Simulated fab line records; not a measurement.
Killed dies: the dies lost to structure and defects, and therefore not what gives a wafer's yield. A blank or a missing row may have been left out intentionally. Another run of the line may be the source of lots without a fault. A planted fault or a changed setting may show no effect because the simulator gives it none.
fab line records	flow n5Finfet
[record] lots = 24	wafers = 72	lastDay = 17
route steps=1938 shown BEOL_M2@924 BEOL_M3@948
lots that met no fault: from a run of the same line without faults
startH: hours from the record's first day to the start of the lot's first wafer shown	waitH: hours since the lot's step before	" identical to the entry in the row above	L1.1+2: one row covering several wafers at once	- no value, or no start given	* or withheld: withheld	< > ~ a bound
route shown NAME@n: NAME is a module with steps in the file, n the number in the route of the first one	usual: mean/standard deviation taken from wafers without a fault	same: alike in all rows	chamber/n: place in a boat	sites: per-site readings	_std_site: their standard deviation	_edge_site: the outer-site mean with the inner-site mean subtracted	radiusMm: how far each site lies from the wafer's centre	mask NAME#n: copy n	behind: the tool/chamber that last shaped the wafer	hold: why the lot went on hold/how many hours it stayed there/how the hold came to an end	device: which transistor (n, p or np) failed to switch	end of line: at the end of the route, the tests of the same wafers	a step given without rows: its recipe and nothing more	killed: at the first sort, the dies lost to defects and structure; wafer yield is something else	map: a wafer's dies, x killed, . not, _ none there
set.NAME: the setting the step ran with; set.NAME@STEP: the setting that earlier step ran with	model.NAME: the simulator's own value behind a step, which no gauge read
steps of the route over a sample of lots; a table a step, a row a wafer
services: the hour from which a tool's chamber was out of use, counted from the record's first day as startH (under 0 if before that day), plus the number of hours and why
[[steps]]
[step N5_BEOL_M2_THK_MEAS_53]
[recipe] thkMeasGauge = xrf	reads = Cu_of_BEOL_M2_ECD_50
[usual] M2_THK = 39.8/1.3
lot.wafer	tool	chamber	startH	waitH	M2_THK[nm]
L074.1	filmMetro-02	-	141.55	-	39.9
L074.5	"	-	"	"	40.6
L074.6	"	-	"	"	38.5
L075.1	filmMetro-01	-	148.26	-	38.2
L075.2	"	-	"	"	37.0
L075.4	"	-	"	"	37.1
L076.4	filmMetro-02	-	157.07	-	42.3
L076.5	"	-	"	"	41.4
L076.6	"	-	"	"	39.3
L077.1	filmMetro-01	-	158.79	-	39.2
L077.2	"	-	"	"	39.0
L077.6	"	-	"	"	42.1
L078.1	filmMetro-01	-	159.71	-	38.2
L078.4	"	-	"	"	38.0
L078.6	"	-	"	"	38.1
L079.4	filmMetro-02	-	175.12	-	41.3
L079.5	"	-	"	"	41.0
L079.6	"	-	"	"	39.7
L080.1	filmMetro-01	-	182.38	-	37.8
L080.3	"	-	"	"	37.3
L080.4	"	-	"	"	37.8
L082.2	filmMetro-02	-	186.12	-	39.7
L082.3	"	-	"	"	38.9
L082.6	"	-	"	"	39.1
L081.2	filmMetro-02	-	192.24	-	40.8
L081.4	"	-	"	"	40.6
L081.6	"	-	"	"	40.2
L083.1	filmMetro-01	-	193.00	-	41.4
L083.2	"	-	"	"	40.3
L083.6	"	-	"	"	40.0
L084.1	filmMetro-01	-	196.46	-	39.3
L084.2	"	-	"	"	41.7
L084.4	"	-	"	"	38.7
L085.1	filmMetro-01	-	208.18	-	40.3
L085.2	"	-	"	"	39.9
L085.4	"	-	"	"	41.5
L086.1	filmMetro-01	-	218.67	-	41.7
L086.3	"	-	"	"	39.3
L086.4	"	-	"	"	39.0
L087.3	filmMetro-02	-	220.53	-	39.9
L087.5	"	-	"	"	40.5
L087.6	"	-	"	"	38.3
L088.1	filmMetro-02	-	220.64	-	41.2
L088.2	"	-	"	"	37.2
L088.3	"	-	"	"	39.1
L089.1	filmMetro-01	-	240.12	-	40.4
L089.4	"	-	"	"	39.4
L089.6	"	-	"	"	39.6
L090.1	filmMetro-01	-	247.44	-	38.3
L090.2	"	-	"	"	39.9
L090.5	"	-	"	"	39.2
L091.3	filmMetro-01	-	247.89	-	37.7
L091.4	"	-	"	"	38.3
L091.6	"	-	"	"	39.7
L093.1	filmMetro-02	-	248.16	-	39.0
L093.4	"	-	"	"	40.8
L093.6	"	-	"	"	39.5
L092.1	filmMetro-01	-	250.38	-	40.1
L092.3	"	-	"	"	38.4
L092.6	"	-	"	"	38.5
L094.1	filmMetro-02	-	258.81	-	42.2
L094.2	"	-	"	"	39.7
L094.3	"	-	"	"	41.6
L095.2	filmMetro-02	-	267.36	-	40.5
L095.3	"	-	"	"	41.5
L095.6	"	-	"	"	39.3
L097.3	filmMetro-01	-	278.37	-	39.0
L097.4	"	-	"	"	39.8
L097.6	"	-	"	"	39.5
L096.1	filmMetro-01	-	278.78	-	40.5
L096.3	"	-	"	"	40.1
L096.5	"	-	"	"	40.4
[step N5_BEOL_M2_INSPECT_59]
[recipe] inspectInstrument = darkfield	mode = postDep
[usual] rawDefectCount = 74/25
lot.wafer	tool	chamber	startH	waitH	rawDefectCount
L074.1	defectInspect-01	-	141.83	0.0	116
L074.5	"	-	"	"	127
L074.6	"	-	"	"	136
L075.1	defectInspect-01	-	148.55	0.0	65
L075.2	"	-	"	"	68
L075.4	"	-	"	"	87
L076.4	defectInspect-02	-	157.38	0.0	83
L076.5	"	-	"	"	74
L076.6	"	-	"	"	83
L077.1	defectInspect-01	-	159.09	0.0	108
L077.2	"	-	"	"	98
L077.6	"	-	"	"	68
L078.1	defectInspect-01	-	160.02	0.0	100
L078.4	"	-	"	"	72
L078.6	"	-	"	"	102
L079.4	defectInspect-02	-	175.47	0.0	104
L079.5	"	-	"	"	86
L079.6	"	-	"	"	43
L080.1	defectInspect-01	-	182.67	0.0	61
L080.3	"	-	"	"	53
L080.4	"	-	"	"	57
L082.2	defectInspect-02	-	186.41	0.0	88
L082.3	"	-	"	"	44
L082.6	"	-	"	"	98
L081.2	defectInspect-02	-	192.54	0.0	44
L081.4	"	-	"	"	37
L081.6	"	-	"	"	65
L083.1	defectInspect-01	-	193.29	0.0	62
L083.2	"	-	"	"	109
L083.6	"	-	"	"	68
L084.1	defectInspect-01	-	196.75	0.0	26
L084.2	"	-	"	"	47
L084.4	"	-	"	"	46
L085.1	defectInspect-02	-	208.47	0.0	91
L085.2	"	-	"	"	68
L085.4	"	-	"	"	56
L086.1	defectInspect-01	-	218.96	0.0	56
L086.3	"	-	"	"	57
L086.4	"	-	"	"	96
L087.3	defectInspect-01	-	220.82	0.0	61
L087.5	"	-	"	"	45
L087.6	"	-	"	"	45
L088.1	defectInspect-01	-	220.96	0.0	41
L088.2	"	-	"	"	51
L088.3	"	-	"	"	66
L089.1	defectInspect-01	-	240.41	0.0	69
L089.4	"	-	"	"	68
L089.6	"	-	"	"	68
L090.1	defectInspect-02	-	247.73	0.0	88
L090.2	"	-	"	"	96
L090.5	"	-	"	"	69
L091.3	defectInspect-02	-	248.19	0.0	61
L091.4	"	-	"	"	48
L091.6	"	-	"	"	61
L093.1	defectInspect-02	-	248.44	0.0	57
L093.4	"	-	"	"	48
L093.6	"	-	"	"	49
L092.1	defectInspect-01	-	250.67	0.0	67
L092.3	"	-	"	"	76
L092.6	"	-	"	"	73
L094.1	defectInspect-02	-	259.10	0.0	113
L094.2	"	-	"	"	95
L094.3	"	-	"	"	65
L095.2	defectInspect-01	-	267.72	0.0	65
L095.3	"	-	"	"	44
L095.6	"	-	"	"	94
L097.3	defectInspect-02	-	278.68	0.0	68
L097.4	"	-	"	"	53
L097.6	"	-	"	"	94
L096.1	defectInspect-02	-	279.07	0.0	106
L096.3	"	-	"	"	131
L096.5	"	-	"	"	88
[step N5_BEOL_M3_ETCH_74]
[recipe] chemistry = N2/H2	target = underlayer	targetDepthA = 65	maskMaterial = CAR-EUV	timeS = 5.2	ionEnergyEv = 200	pressureMtorr = 30	sourceW = 840	biasW = 150	n2FlowSccm = 200	h2FlowSccm = 200	ends = cleared
[usual] drypumpMotorCurrentA = 5.4/0.4	etchRfOnTimeS = 5.24/0.093	oesProductAu = 0.67/0.079	rfVppV = 524.6/2.6	showerheadPlenumPTorr = 2.57/0.08	throttleValvePct = 17.82/0.25
lot.wafer	tool	chamber	startH	waitH	drypumpMotorCurrentA	etchRfOnTimeS	oesProductAu	rfHoursCounterH	rfVppV	showerheadPlenumPTorr	throttleValvePct
L074.1	rieDiel-03	3	144.87	0.0	5.1	5.15	0.74	80	524.7	2.57	17.64
L074.5	"	0	"	"	5.3	5.25	0.61	-	526.0	2.65	17.91
L074.6	"	1	"	"	5.2	5.34	0.61	-	526.2	2.63	17.86
L075.1	rieDiel-03	2	150.94	0.0	4.8	5.19	0.60	247	522.2	2.49	17.67
L075.2	"	0	"	"	5.3	5.24	0.62	181	527.6	2.64	17.89
L075.4	"	3	"	"	5.1	5.19	0.72	82	524.6	2.57	17.64
L076.4	rieDiel-05	1	159.67	0.0	5.6	5.11	0.61	243	520.1	2.40	18.25
L076.5	"	2	"	"	6.0	5.27	0.59	-	521.7	2.50	18.27
L076.6	"	1	"	"	5.6	5.13	0.60	-	519.0	2.40	18.24
L077.1	rieDiel-05	1	160.80	0.0	5.6	5.05	0.60	243	517.2	2.40	18.25
L077.2	"	2	"	"	6.0	5.26	0.58	232	522.8	2.50	18.27
L077.6	"	2	"	"	6.0	5.25	0.59	-	524.8	2.50	18.27
L078.1	rieDiel-03	3	161.29	0.0	5.1	5.15	0.73	85	525.2	2.57	17.65
L078.4	"	3	"	"	5.1	5.17	0.72	-	526.7	2.57	17.69
L078.6	"	1	"	"	5.2	5.32	0.62	-	525.1	2.63	17.88
L079.4	rieDiel-05	2	178.91	0.0	6.0	5.36	0.58	236	521.4	2.50	18.27
L079.5	"	0	"	"	5.3	5.31	0.65	-	525.7	2.54	17.51
L079.6	"	3	"	"	5.4	5.33	0.63	-	526.3	2.64	17.78
L080.1	rieDiel-03	2	185.68	0.0	4.8	5.26	0.82	2	522.7	2.49	17.25
L080.3	"	1	"	"	5.2	5.36	0.60	204	527.5	2.63	17.87
L080.4	"	0	"	"	5.3	5.27	0.60	193	525.4	2.64	17.95
L082.2	rieDiel-03	1	189.31	0.0	5.1	5.38	0.60	205	527.9	2.63	17.88
L082.3	"	0	"	"	5.3	5.33	0.60	195	525.3	2.64	17.93
L082.6	"	2	"	"	4.8	5.23	0.82	-	521.1	2.49	17.25
L081.2	rieDiel-05	0	194.14	0.0	5.3	5.26	0.64	162	522.8	2.54	17.54
L081.4	"	2	"	"	6.0	5.28	0.58	-	521.6	2.50	18.30
L081.6	"	0	"	"	5.3	5.24	0.65	-	521.9	2.54	17.52
L083.1	rieDiel-05	0	194.48	0.0	5.3	5.30	0.64	162	523.9	2.54	17.55
L083.2	"	2	"	"	6.0	5.35	0.58	242	524.8	2.50	18.27
L083.6	"	2	"	"	6.0	5.30	0.59	-	523.2	2.50	18.31
L084.1	rieDiel-03	2	200.95	0.0	4.8	5.17	0.81	6	523.2	2.49	17.25
L084.2	"	0	"	"	5.3	5.28	0.60	197	526.9	2.64	17.94
L084.4	"	3	"	"	5.1	5.16	0.71	98	525.1	2.56	17.70
L085.1	rieDiel-03	1	210.40	0.0	5.2	5.43	0.60	211	525.1	2.62	17.89
L085.2	"	0	"	"	5.4	5.29	0.60	200	526.8	2.64	17.95
L085.4	"	1	"	"	5.2	5.38	0.59	-	526.4	2.62	17.89
L086.1	rieDiel-05	0	220.86	0.0	5.3	5.29	0.64	170	523.7	2.53	17.58
L086.3	"	1	"	"	5.6	5.02	0.82	5	529.9	2.71	17.83
L086.4	"	0	"	"	5.3	5.22	0.65	-	523.0	2.53	17.54
L087.3	rieDiel-05	1	222.01	0.0	5.6	5.04	0.82	5	527.1	2.71	17.85
L087.5	"	1	"	"	5.6	4.99	0.83	-	530.2	2.71	17.85
L087.6	"	0	"	"	5.3	5.27	0.63	-	524.0	2.53	17.56
L088.1	rieDiel-06	2	222.25	0.0	5.7	5.30	0.63	152	518.7	2.45	18.33
L088.2	"	0	"	"	5.5	5.14	0.64	164	522.3	2.42	18.03
L088.3	"	1	"	"	5.3	5.17	0.72	73	524.7	2.58	17.95
L089.1	rieDiel-05	2	244.19	0.0	6.0	5.22	0.82	3	523.1	2.49	17.88
L089.4	"	1	"	"	5.6	5.07	0.78	-	526.8	2.71	17.86
L089.6	"	2	"	"	6.0	5.17	0.82	-	523.9	2.50	17.86
L090.1	rieDiel-05	1	248.61	0.0	5.6	5.08	0.77	15	528.7	2.71	17.87
L090.2	"	2	"	"	6.0	5.18	0.81	5	523.7	2.49	17.90
L090.5	"	1	"	"	5.6	5.07	0.78	-	528.2	2.71	17.86
L091.3	rieDiel-06	0	249.30	0.0	5.5	5.23	0.63	172	521.3	2.42	18.05
L091.4	"	2	"	"	5.7	5.39	0.62	162	520.9	2.44	18.35
L091.6	"	2	"	"	5.7	5.37	0.61	-	521.2	2.44	18.33
L093.1	rieDiel-05	1	250.35	0.0	5.6	5.04	0.80	16	527.6	2.71	17.85
L093.4	"	0	"	"	5.3	5.30	0.63	181	524.6	2.53	17.54
L093.6	"	0	"	"	5.3	5.28	0.62	-	524.2	2.53	17.58
L092.1	rieDiel-05	0	254.62	0.0	5.3	5.19	0.64	183	523.0	2.53	17.56
L092.3	"	2	"	"	6.0	5.18	0.81	7	521.3	2.49	17.91
L092.6	"	1	"	"	5.6	5.00	0.79	-	529.9	2.70	17.86
L094.1	rieDiel-03	1	260.38	0.0	5.2	5.44	0.58	229	523.9	2.62	17.93
L094.2	"	2	"	"	4.8	5.22	0.76	21	526.3	2.48	17.30
L094.3	"	0	"	"	5.3	5.34	0.59	219	525.9	2.63	17.97
L095.2	rieDiel-06	2	268.94	0.0	5.7	5.29	0.60	169	520.7	2.44	18.34
L095.3	"	1	"	"	5.4	5.20	0.70	89	522.4	2.58	18.00
L095.6	"	0	"	"	5.5	5.23	0.62	-	521.8	2.42	18.04
L097.3	rieDiel-03	2	281.90	0.0	4.8	5.17	0.76	28	520.7	2.48	17.30
L097.4	"	1	"	"	5.1	5.37	0.58	234	526.8	2.61	17.93
L097.6	"	0	"	"	5.3	5.26	0.58	-	526.6	2.63	18.00
L096.1	rieDiel-05	0	282.16	0.0	5.3	5.27	0.62	190	522.3	2.53	17.58
L096.3	"	1	"	"	5.6	5.00	0.77	24	528.0	2.70	17.89
L096.5	"	3	"	"	5.4	5.22	0.61	-	526.5	2.63	17.82
[step N5_BEOL_M3_CD_MEAS_28]
[recipe] targetCdNm = 25.7	landingEnergyEv = 500	detector = seInlens	targetCdYNm = 23.3	polarity = opening
[usual] cdNm = 25.68/0.23
lot.wafer	tool	chamber	startH	waitH	cdNm
L074.1	cdSem-03	0	145.82	-	25.38
L074.5	"	0	"	"	25.34
L074.6	"	0	"	"	25.47
L075.1	cdSem-02	0	151.66	-	25.50
L075.2	"	0	"	"	26.11
L075.4	"	0	"	"	25.73
L076.4	cdSem-03	0	160.46	-	25.52
L076.5	"	0	"	"	25.49
L076.6	"	0	"	"	25.64
L077.1	cdSem-02	0	161.60	-	25.84
L077.2	"	0	"	"	25.71
L077.6	"	0	"	"	25.43
L078.1	cdSem-01	0	162.13	-	25.88
L078.4	"	0	"	"	25.48
L078.6	"	0	"	"	25.96
L079.4	cdSem-01	0	179.78	-	25.55
L079.5	"	0	"	"	25.12
L079.6	"	0	"	"	25.56
L080.1	cdSem-02	0	186.39	-	25.93
L080.3	"	0	"	"	25.38
L080.4	"	0	"	"	25.90
L082.2	cdSem-02	0	190.32	-	25.65
L082.3	"	0	"	"	25.80
L082.6	"	0	"	"	25.83
L081.2	cdSem-01	0	194.86	-	25.54
L081.4	"	0	"	"	25.60
L081.6	"	0	"	"	25.26
L083.1	cdSem-01	0	195.19	-	25.83
L083.2	"	0	"	"	25.99
L083.6	"	0	"	"	25.55
L084.1	cdSem-01	0	201.72	-	26.08
L084.2	"	0	"	"	25.94
L084.4	"	0	"	"	26.04
L085.1	cdSem-02	0	211.31	-	25.59
L085.2	"	0	"	"	25.77
L085.4	"	0	"	"	25.94
L086.1	cdSem-01	0	221.64	-	25.94
L086.3	"	0	"	"	25.73
L086.4	"	0	"	"	25.48
L087.3	cdSem-03	0	222.95	-	25.60
L087.5	"	0	"	"	25.77
L087.6	"	0	"	"	25.46
L088.1	cdSem-03	0	223.16	-	25.69
L088.2	"	0	"	"	25.35
L088.3	"	0	"	"	25.74
L089.1	cdSem-03	0	245.01	-	25.78
L089.4	"	0	"	"	25.84
L089.6	"	0	"	"	25.78
L090.1	cdSem-01	0	249.37	-	25.73
L090.2	"	0	"	"	25.56
L090.5	"	0	"	"	25.61
L091.3	cdSem-01	0	250.02	-	25.45
L091.4	"	0	"	"	25.78
L091.6	"	0	"	"	25.49
L093.1	cdSem-01	0	251.20	-	25.64
L093.4	"	0	"	"	25.59
L093.6	"	0	"	"	25.98
L092.1	cdSem-03	0	255.34	-	26.13
L092.3	"	0	"	"	25.31
L092.6	"	0	"	"	26.30
L094.1	cdSem-03	0	261.09	-	25.35
L094.2	"	0	"	"	25.74
L094.3	"	0	"	"	25.82
L095.2	cdSem-02	0	269.68	-	25.83
L095.3	"	0	"	"	25.90
L095.6	"	0	"	"	25.51
L097.3	cdSem-01	0	282.75	-	25.64
L097.4	"	0	"	"	25.47
L097.6	"	0	"	"	25.78
L096.1	cdSem-02	0	282.90	-	25.98
L096.3	"	0	"	"	25.92
L096.5	"	0	"	"	25.82
[step N5_BEOL_M3_ALD_98]
[recipe] material = SiO2	targetThkA = 25	tempC = 100	aldPrecursorFamily = BDEAS	aldCoReactant = O2-plasma	pulseTimeS = 1	coReactantPulseTimeS = 1	purgeTimeS = 2	coReactantPurgeTimeS = 2	aldCycles = 17	pressureTorr = 2
[usual] heaterPowerW = 78/7.6	precursorPulseHeightRel = 1.000/0.018
[same] purgeTimeS = 2
lot.wafer	tool	chamber	startH	waitH	heaterPowerW	precursorPulseHeightRel
L074.1	aldSin-03	0	146.08	0.1	81	0.996
L074.5	"	1	"	"	69	1.004
L074.6	"	2	"	"	73	0.993
L075.1	aldSin-01	1	152.10	0.2	72	1.007
L075.2	"	0	"	"	80	1.032
L075.4	"	2	"	"	87	0.968
L076.4	aldSin-03	0	160.71	0.1	80	0.985
L076.5	"	3	"	"	77	0.992
L076.6	"	2	"	"	73	1.018
L077.1	aldSin-03	2	162.25	0.4	74	1.027
L077.2	"	1	"	"	70	1.004
L077.6	"	3	"	"	76	0.998
L078.1	aldSin-04	2	163.35	1.0	79	1.015
L078.4	"	3	"	"	65	1.026
L078.6	"	2	"	"	79	0.986
L079.4	aldSin-04	3	180.17	0.2	66	1.023
L079.5	"	3	"	"	64	0.990
L079.6	"	2	"	"	78	0.975
L080.1	aldSin-04	3	187.49	0.7	63	1.006
L080.3	"	1	"	"	76	0.993
L080.4	"	0	"	"	93	1.019
L082.2	aldSin-04	0	190.58	0.1	92	0.998
L082.3	"	3	"	"	65	0.989
L082.6	"	0	"	"	93	0.998
L081.2	aldSin-01	1	195.63	0.2	72	1.022
L081.4	"	0	"	"	81	1.003
L081.6	"	0	"	"	83	1.002
L083.1	aldSin-04	1	195.74	0.3	76	1.026
L083.2	"	0	"	"	93	1.028
L083.6	"	0	"	"	89	1.000
L084.1	aldSin-04	2	202.21	0.3	79	1.012
L084.2	"	0	"	"	93	0.997
L084.4	"	1	"	"	75	1.009
L085.1	aldSin-03	2	211.58	0.1	70	1.003
L085.2	"	1	"	"	69	0.990
L085.4	"	3	"	"	76	1.008
L086.1	aldSin-01	2	222.49	0.1	87	1.008
L086.3	"	0	"	"	82	0.990
L086.4	"	3	"	"	78	1.000
L087.3	aldSin-04	0	223.21	0.1	92	1.015
L087.5	"	3	"	"	64	0.972
L087.6	"	0	"	"	94	1.021
L088.1	aldSin-04	0	223.46	0.1	89	1.006
L088.2	"	3	"	"	66	1.014
L088.3	"	1	"	"	75	0.971
L089.1	aldSin-01	2	245.40	0.1	89	1.009
L089.4	"	1	"	"	71	0.977
L089.6	"	0	"	"	82	1.045
L090.1	aldSin-04	2	250.03	0.5	79	0.993
L090.2	"	0	"	"	92	0.958
L090.5	"	3	"	"	65	0.987
L091.3	aldSin-01	0	250.47	0.3	82	0.998
L091.4	"	2	"	"	89	0.983
L091.6	"	3	"	"	80	0.956
L093.1	aldSin-03	2	251.50	0.1	72	1.021
L093.4	"	1	"	"	71	1.003
L093.6	"	1	"	"	69	0.991
L092.1	aldSin-03	3	255.95	0.1	76	1.022
L092.3	"	1	"	"	71	1.006
L092.6	"	0	"	"	82	0.999
L094.1	aldSin-04	1	261.36	0.1	75	0.997
L094.2	"	0	"	"	91	1.009
L094.3	"	2	"	"	81	0.988
L095.2	aldSin-04	3	270.00	0.1	66	0.977
L095.3	"	2	"	"	81	0.983
L095.6	"	3	"	"	67	1.052
L097.3	aldSin-01	1	283.50	0.1	69	1.009
L097.4	"	0	"	"	80	1.006
L097.6	"	2	"	"	87	1.033
L096.1	aldSin-01	1	283.60	0.1	72	1.004
L096.3	"	2	"	"	87	1.016
L096.5	"	1	"	"	73	0.998
[step N5_BEOL_M3_ANNEAL_80]
[recipe] tempC = 400	timeS = 240	ambient = vacuum
[usual] heaterPowerW = 785/45	susceptor_temp_C_max = 401.0/0.39
lot.wafer	tool	chamber	startH	waitH	heaterPowerW	susceptor_temp_C_max
L074.1	pvdSputter-02	-	151.33	0.0	698	400.9
L074.5	"	-	"	"	795	400.7
L074.6	"	-	"	"	724	401.6
L075.1	pvdSputter-02	-	165.63	0.0	747	401.2
L075.2	"	-	"	"	806	401.7
L075.4	"	-	"	"	756	401.4
L076.4	pvdSputter-01	-	166.27	0.0	795	401.6
L076.5	"	-	"	"	760	400.6
L076.6	"	-	"	"	808	401.3
L077.1	pvdSputter-02	-	167.47	0.0	747	401.9
L077.2	"	-	"	"	816	401.5
L077.6	"	-	"	"	844	400.6
L078.1	pvdSputter-02	-	176.32	0.0	814	400.8
L078.4	"	-	"	"	804	401.8
L078.6	"	-	"	"	704	400.9
L079.4	pvdSputter-01	-	182.85	0.0	810	401.2
L079.5	"	-	"	"	792	400.7
L079.6	"	-	"	"	805	401.2
L080.1	pvdSputter-03	-	192.63	0.0	771	400.7
L080.3	"	-	"	"	755	401.8
L080.4	"	-	"	"	768	401.2
L082.2	pvdSputter-02	-	197.38	0.0	773	401.5
L082.3	"	-	"	"	835	400.2
L082.6	"	-	"	"	859	400.6
L081.2	pvdSputter-02	-	199.32	0.0	804	401.1
L081.4	"	-	"	"	688	401.4
L081.6	"	-	"	"	750	401.2
L083.1	pvdSputter-02	-	202.86	0.0	827	402.4
L083.2	"	-	"	"	732	401.1
L083.6	"	-	"	"	685	400.8
L084.1	pvdSputter-03	-	205.80	0.0	775	401.2
L084.2	"	-	"	"	761	400.9
L084.4	"	-	"	"	770	401.4
L085.1	pvdSputter-03	-	216.88	0.0	766	401.4
L085.2	"	-	"	"	754	400.7
L085.4	"	-	"	"	755	401.0
L086.1	pvdSputter-03	-	230.17	0.0	784	400.7
L086.3	"	-	"	"	761	401.0
L086.4	"	-	"	"	874	400.4
L088.1	pvdSputter-03	-	232.17	0.0	876	401.2
L088.2	"	-	"	"	777	401.3
L088.3	"	-	"	"	767	400.8
L087.3	pvdSputter-01	-	232.77	0.0	811	401.3
L087.5	"	-	"	"	778	400.5
L087.6	"	-	"	"	838	400.7
L089.1	pvdSputter-01	-	248.54	0.0	809	401.3
L089.4	"	-	"	"	813	401.4
L089.6	"	-	"	"	791	401.5
L090.1	pvdSputter-02	-	257.35	0.0	822	400.5
L090.2	"	-	"	"	740	401.6
L090.5	"	-	"	"	750	401.3
L091.3	pvdSputter-01	-	258.22	0.0	798	401.3
L091.4	"	-	"	"	741	400.6
L091.6	"	-	"	"	801	401.2
L093.1	pvdSputter-02	-	261.25	0.0	818	401.4
L093.4	"	-	"	"	732	401.9
L093.6	"	-	"	"	840	401.2
L092.1	pvdSputter-03	-	261.47	0.0	748	401.1
L092.3	"	-	"	"	870	400.5
L092.6	"	-	"	"	753	400.9
L094.1	pvdSputter-03	-	269.47	0.0	879	401.2
L094.2	"	-	"	"	768	400.8
L094.3	"	-	"	"	782	401.0
L095.2	pvdSputter-03	-	273.25	0.0	753	400.8
L095.3	"	-	"	"	834	400.7
L095.6	"	-	"	"	764	400.8
L097.3	pvdSputter-02	-	288.86	0.0	830	400.9
L097.4	"	-	"	"	754	401.4
L097.6	"	-	"	"	741	401.4
L096.1	pvdSputter-01	-	290.50	0.0	787	400.6
L096.3	"	-	"	"	796	401.0
L096.5	"	-	"	"	772	400.9
[[services]]
tool	chamber	startH	hours	kind
rieDiel-06	3	158.92	1.5	repair
rieDiel-03	2	161.17	-	clean
rieDiel-03	2	161.17	-	consumableReplace:focusRing
rieDiel-03	2	161.17	17.2	scheduledDown
aldSin-03	3	172.68	20.5	repair
aldSin-03	-	178.11	14.0	pm
rieDiel-05	1	189.36	-	clean
rieDiel-05	1	189.36	-	consumableReplace:focusRing
rieDiel-05	1	189.36	-	consumableReplace:showerhead
rieDiel-05	1	189.36	17.0	scheduledDown
rieDiel-05	1	189.36	17.0	ventCycle
rieDiel-03	2	208.36	12.5	repair
rieDiel-03	3	217.87	22.0	repair
rieDiel-05	2	219.60	-	clean
rieDiel-05	2	219.60	-	consumableReplace:focusRing
rieDiel-05	2	219.60	16.4	scheduledDown
rieDiel-05	2	219.60	16.4	ventCycle
aldSin-04	-	223.62	0.7	repair
rieDiel-05	3	240.96	8.6	repair
aldSin-03	-	254.01	0.5	repair
aldSin-01	-	261.74	0.3	repair
aldSin-01	-	268.25	14.0	pm
aldSin-03	-	280.74	1.5	repair
rieDiel-05	2	283.44	5.7	repair
[[key]]
fault none
